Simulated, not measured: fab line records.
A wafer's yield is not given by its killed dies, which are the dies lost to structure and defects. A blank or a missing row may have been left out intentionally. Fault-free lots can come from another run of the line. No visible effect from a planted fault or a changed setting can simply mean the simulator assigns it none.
Struck lot and sound lot, side by side + flow nand-harc + 14 out of 1159 route steps
Sound: the wafers L256.2, L256.4, L256.5. Struck: wafer L246.4. (L246.3, L246.5 of the same lot were not struck and are left out.) The cause comes at the end.
For every step that has rows: the tool of each side, followed by ch and its chambers, followed by its first start. Under that, the readings that differ: sound wafers + struck wafers + difference of the means + sigmas: that difference in standard deviations of wafers without a fault.
alike: words and numbers the same on both sides, and readings whose means are apart by under 2 such deviations; not compared: readings that were withheld, readings missing a value for some wafer, numbers with overlapping values and no deviation given by the record, and bounds like >300 which may hide the same value.
The two part at a step that has a row with sigmas, a row that says differs or no value, or rows on one side only. When numbers do not overlap yet have no deviation, they are printed without sigmas and do not part them. Lack of a reading on every wafer of one side parts them only where that side has two or more wafers.

NHARC_A_ZERO_WELL_INSPECT_17:
  sound: defect-inspect-02 at day 10 20:41; struck: defect-inspect-02 at day 7 21:52
  alike: raw-defect-count
then, 3 steps without rows for these wafers: NHARC_A_SOURCE_PLATE_PRECLEAN_00 (cleans in HF-LAST, time 60 s); NHARC_A_SOURCE_PLATE_SRD_01; NHARC_A_SOURCE_PLATE_OXIDE_02 (material SiO2, target thk 10 nm, ox time 1362 s).
NHARC_A_SOURCE_PLATE_THK_MEAS_09: measures by ellipsometry.
  sound: film-metro-01 at day 11 03:58; struck: film-metro-01 at day 8 05:19
  alike: thk-nm
then, 3 steps without rows for these wafers: NHARC_A_SOURCE_PLATE_PVD_04 (deposits WSi2, target thk 50 nm); NHARC_A_SOURCE_PLATE_CVD_03 (deposits poly-Si, target thk 200 nm, time 4000 s); NHARC_A_SOURCE_PLATE_ANNEAL_05 (time 1800 s).
NHARC_A_SOURCE_PLATE_THK_MEAS_06: measures by ellipsometry.
  sound: film-metro-01 at day 11 17:05; struck: film-metro-01 at day 8 18:22
  alike: thk-nm
NHARC_A_SOURCE_PLATE_INSPECT_08:
  sound: defect-inspect-01 at day 11 17:08; struck: defect-inspect-01 at day 8 18:28
| reading          | sound    | struck | difference | sigmas |
|------------------|----------|--------|------------|--------|
| raw-defect-count | 49 20 30 | 95     | +62        | +3     |
NHARC_A_ONON_D1_DEP_00: target thk 1000 nm.
  sound on pecvd-onon-01 ch 0, day 11 17:16; struck on pecvd-onon-04 ch 0, day 8 18:39
NHARC_A_ONON_D1_THK_MEAS_02: measures by ellipsometry.
  sound: film-metro-01 at day 11 17:43; struck: film-metro-02 at day 8 19:02
| reading     | sound          | struck | difference | sigmas |
|-------------|----------------|--------|------------|--------|
| thk-nm (nm) | 1006 1008 1007 | 1559   | +552       | +58    |
after that, 1 step with no rows for these wafers: NHARC_A_ONON_D1_DEP_03 (target thk 1000 nm).
-- the record jumps here: 12 days lie between the struck wafers' starts before and after (it left off in module A_ONON_D1 and takes up again in module END, whose first step shown is number 1159 of the route) --
NHARC_END_SORT_01:
  at this point the record logs the struck wafers (prober-01 ch 0, day 20 22:08) and has no rows for the sound ones

== WHERE THEY PART ==
Last at NHARC_END_SORT_01 as far as this record goes, first at NHARC_A_SOURCE_PLATE_INSPECT_08.

WHY: what the simulator had put in
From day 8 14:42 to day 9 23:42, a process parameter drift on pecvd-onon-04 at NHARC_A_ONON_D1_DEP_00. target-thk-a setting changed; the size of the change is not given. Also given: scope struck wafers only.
